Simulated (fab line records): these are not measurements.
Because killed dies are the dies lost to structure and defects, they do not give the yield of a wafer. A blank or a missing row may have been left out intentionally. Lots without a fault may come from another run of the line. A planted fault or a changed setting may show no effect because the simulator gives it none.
Chamber matching :: flow nandHarc :: rieDiel-08 running NHARC_A_STAIRCASE_DESCUM_252: 4 sister chambers
The step chemistry O2, time 3 s. 24 wafers are shown with their chamber, then 12 later ones without.

== WAFERS PAIRED WITH THEIR CHAMBERS ==
wafer: L077.2
chamber: 2
showerheadPlenumPTorr (Torr): 1.93
oesProductAu (a.u.): 1.008
rfVppV (V): 58.3

wafer: L077.3
chamber: 3
showerheadPlenumPTorr (Torr): 2.05
oesProductAu (a.u.): 0.997
rfVppV (V): 58.4

wafer: L077.6
chamber: 2
showerheadPlenumPTorr (Torr): 1.93
oesProductAu (a.u.): 0.994
rfVppV (V): 57.9

wafer: L079.3
chamber: 3
showerheadPlenumPTorr (Torr): 2.05
oesProductAu (a.u.): 0.994
rfVppV (V): 59.5

wafer: L079.4
chamber: 0
showerheadPlenumPTorr (Torr): 2.07
oesProductAu (a.u.): 0.999
rfVppV (V): 58.4

wafer: L079.5
chamber: 3
showerheadPlenumPTorr (Torr): 2.05
oesProductAu (a.u.): 0.997
rfVppV (V): 59.3

wafer: L082.1
chamber: 0
showerheadPlenumPTorr (Torr): 2.07
oesProductAu (a.u.): 1.001
rfVppV (V): 58.2

wafer: L082.5
chamber: 3
showerheadPlenumPTorr (Torr): 2.05
oesProductAu (a.u.): 0.998
rfVppV (V): 58.0

wafer: L082.6
chamber: 0
showerheadPlenumPTorr (Torr): 2.07
oesProductAu (a.u.): 1.002
rfVppV (V): 58.5

wafer: L080.3
chamber: 3
showerheadPlenumPTorr (Torr): 2.05
oesProductAu (a.u.): 1.001
rfVppV (V): 58.3

wafer: L080.5
chamber: 3
showerheadPlenumPTorr (Torr): 2.05
oesProductAu (a.u.): 0.990
rfVppV (V): 57.9

wafer: L080.6
chamber: 2
showerheadPlenumPTorr (Torr): 1.93
oesProductAu (a.u.): 0.991
rfVppV (V): 57.0

wafer: L081.1
chamber: 2
showerheadPlenumPTorr (Torr): 1.93
oesProductAu (a.u.): 0.993
rfVppV (V): 58.0

wafer: L081.3
chamber: 3
showerheadPlenumPTorr (Torr): 2.05
oesProductAu (a.u.): 0.992
rfVppV (V): 57.5

wafer: L081.4
chamber: 1
showerheadPlenumPTorr (Torr): 1.86
oesProductAu (a.u.): 1.007
rfVppV (V): 57.2

wafer: L083.1
chamber: 3
showerheadPlenumPTorr (Torr): 2.05
oesProductAu (a.u.): 0.991
rfVppV (V): 57.4

wafer: L083.5
chamber: 3
showerheadPlenumPTorr (Torr): 2.05
oesProductAu (a.u.): 1.000
rfVppV (V): 58.1

wafer: L083.6
chamber: 1
showerheadPlenumPTorr (Torr): 1.86
oesProductAu (a.u.): 1.010
rfVppV (V): 58.3

wafer: L085.1
chamber: 3
showerheadPlenumPTorr (Torr): 2.04
oesProductAu (a.u.): 0.985
rfVppV (V): 57.0

wafer: L085.3
chamber: 1
showerheadPlenumPTorr (Torr): 1.86
oesProductAu (a.u.): 1.005
rfVppV (V): 57.2

wafer: L085.5
chamber: 3
showerheadPlenumPTorr (Torr): 2.05
oesProductAu (a.u.): 0.991
rfVppV (V): 58.0

wafer: L087.1
chamber: 3
showerheadPlenumPTorr (Torr): 2.04
oesProductAu (a.u.): 1.000
rfVppV (V): 57.8

wafer: L087.2
chamber: 2
showerheadPlenumPTorr (Torr): 1.92
oesProductAu (a.u.): 1.003
rfVppV (V): 58.9

wafer: L087.3
chamber: 1
showerheadPlenumPTorr (Torr): 1.86
oesProductAu (a.u.): 1.004
rfVppV (V): 57.0

SIGNATURES, as means of the wafers listed above
reading: showerheadPlenumPTorr
chamber 0: 2.0700
chamber 1: 1.8600
chamber 2: 1.9280
chamber 3: 2.0483
scatter within a chamber: 0.00351

reading: oesProductAu
chamber 0: 1.00067
chamber 1: 1.00650
chamber 2: 0.99780
chamber 3: 0.99467
scatter within a chamber: 0.00505

reading: rfVppV
chamber 0: 58.367
chamber 1: 57.425
chamber 2: 58.020
chamber 3: 58.100
scatter within a chamber: 0.661
Rule: a wafer lies at a distance from a chamber equal to the root of the sum of squares, over the readings, of (its reading less the chamber's mean, divided by the reading's scatter). If the next closest chamber is less than 2 further off than the closest, the wafer can't be placed; otherwise it belongs to the closest. The scatter is the square root of a quotient: the sum, over the shown wafers, of each reading's squared deviation from its chamber's mean, divided by wafers minus chambers.

== WAFERS WITH NO CHAMBER GIVEN ==
wafer: L088.1
showerheadPlenumPTorr (Torr): 2.04
oesProductAu (a.u.): 0.995
rfVppV (V): 58.1

wafer: L088.4
showerheadPlenumPTorr (Torr): 1.85
oesProductAu (a.u.): 1.004
rfVppV (V): 57.2

wafer: L088.5
showerheadPlenumPTorr (Torr): 1.85
oesProductAu (a.u.): 0.996
rfVppV (V): 57.6

wafer: L091.1
showerheadPlenumPTorr (Torr): 1.92
oesProductAu (a.u.): 1.001
rfVppV (V): 58.2

wafer: L091.5
showerheadPlenumPTorr (Torr): 2.06
oesProductAu (a.u.): 0.999
rfVppV (V): 58.2

wafer: L091.6
showerheadPlenumPTorr (Torr): 1.85
oesProductAu (a.u.): 1.000
rfVppV (V): 57.5

wafer: L095.1
showerheadPlenumPTorr (Torr): 1.91
oesProductAu (a.u.): 1.006
rfVppV (V): 56.7

wafer: L095.3
showerheadPlenumPTorr (Torr): 2.03
oesProductAu (a.u.): 0.981
rfVppV (V): 59.4

wafer: L095.4
showerheadPlenumPTorr (Torr): 1.91
oesProductAu (a.u.): 0.997
rfVppV (V): 57.8

wafer: L093.2
showerheadPlenumPTorr (Torr): 1.91
oesProductAu (a.u.): 1.014
rfVppV (V): 58.1

wafer: L093.4
showerheadPlenumPTorr (Torr): 2.05
oesProductAu (a.u.): 1.004
rfVppV (V): 57.6

wafer: L093.6
showerheadPlenumPTorr (Torr): 2.03
oesProductAu (a.u.): 0.997
rfVppV (V): 57.9

== CHAMBER TAKEN BY EACH ==
wafer: L088.1
from the rows above: 3
in truth: 3

wafer: L088.4
from the rows above: 1
in truth: 1

wafer: L088.5
from the rows above: 1
in truth: 1

wafer: L091.1
from the rows above: 2
in truth: 2

wafer: L091.5
from the rows above: can't be placed: 0 or 3
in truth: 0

wafer: L091.6
from the rows above: 1
in truth: 1

wafer: L095.1
from the rows above: 2
in truth: 2

wafer: L095.3
from the rows above: 3
in truth: 3

wafer: L095.4
from the rows above: 2
in truth: 2

wafer: L093.2
from the rows above: 2
in truth: 2

wafer: L093.4
from the rows above: 3
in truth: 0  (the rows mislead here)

wafer: L093.6
from the rows above: 3
in truth: 3
Correctly placed: 10 of 12. These rows do not allow placing 1 (true chamber among the candidates in 1). Wrongly placed: 1.
